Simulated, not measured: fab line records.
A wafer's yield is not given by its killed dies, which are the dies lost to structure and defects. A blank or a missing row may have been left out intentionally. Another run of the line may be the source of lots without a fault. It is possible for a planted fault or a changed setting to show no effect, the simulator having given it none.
Chamber matching || flow nandHarc || rieDiel-06 running NHARC_P_M2_ETCH_35: 4 sister chambers
The step etches the open film in N2/H2, target depth 40 nm, overetch 12 nm, time 43.94 s. 8 wafers are shown with their chamber, then 7 later ones without.

## WAFERS WITH THEIR CHAMBER
{"wafer": "L429.1", "chamber": 3, "rfVppV (V)": 425.8, "oesProductAu (a.u.)": 0.995}
{"wafer": "L429.2", "chamber": 1, "rfVppV (V)": 435.5, "oesProductAu (a.u.)": 1.007}
{"wafer": "L435.1", "chamber": 1, "rfVppV (V)": 435.4, "oesProductAu (a.u.)": 1.002}
{"wafer": "L439.1", "chamber": 2, "rfVppV (V)": 436.4, "oesProductAu (a.u.)": 1.012}
{"wafer": "L439.4", "chamber": 0, "rfVppV (V)": 431.2, "oesProductAu (a.u.)": 0.989}
{"wafer": "L439.6", "chamber": 3, "rfVppV (V)": 427.4, "oesProductAu (a.u.)": 1.002}
{"wafer": "L438.1", "chamber": 2, "rfVppV (V)": 434.8, "oesProductAu (a.u.)": 0.999}
{"wafer": "L438.4", "chamber": 0, "rfVppV (V)": 431.5, "oesProductAu (a.u.)": 0.985}

## WAFERS MISSING THEIR CHAMBER
{"wafer": "L438.6", "rfVppV (V)": 426.8, "oesProductAu (a.u.)": 0.994}
{"wafer": "L442.1", "rfVppV (V)": 436.1, "oesProductAu (a.u.)": 1.015}
{"wafer": "L442.2", "rfVppV (V)": 426.9, "oesProductAu (a.u.)": 1.007}
{"wafer": "L442.3", "rfVppV (V)": 435.4, "oesProductAu (a.u.)": 1.010}
{"wafer": "L446.3", "rfVppV (V)": 435.0, "oesProductAu (a.u.)": 1.022}
{"wafer": "L446.4", "rfVppV (V)": 431.5, "oesProductAu (a.u.)": 0.981}
{"wafer": "L446.6", "rfVppV (V)": 430.4, "oesProductAu (a.u.)": 0.984}

## CHAMBER TAKEN BY EACH
{"wafer": "L438.6", "from the rows above": 3, "in truth": 3}
{"wafer": "L442.1", "from the rows above": "can't be placed: 2 or 1", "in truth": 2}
{"wafer": "L442.2", "from the rows above": 3, "in truth": 3}
{"wafer": "L442.3", "from the rows above": "can't be placed: 2 or 1", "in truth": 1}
{"wafer": "L446.3", "from the rows above": "can't be placed: 2 or 1", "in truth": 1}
{"wafer": "L446.4", "from the rows above": 0, "in truth": 0}
{"wafer": "L446.6", "from the rows above": 0, "in truth": 0}
Placed correctly: 4 of 7. Can't be placed from these rows: 3 (the true chamber is among the candidates in 3). Number placed wrongly: 0.
How it was worked out, from the rows above alone: a wafer's distance from a chamber is the root of the sum, over the readings, of the square of ((its reading less the chamber's mean) divided by the reading's scatter). If the next closest chamber is less than 2 further off than the closest, the wafer can't be placed; otherwise it belongs to the closest. Each chamber's mean is taken over the wafers shown for it. How the scatter is found: for the shown wafers, subtract from each reading the mean of its chamber, square and add these, divide the total by (wafers less chambers), then take the root.
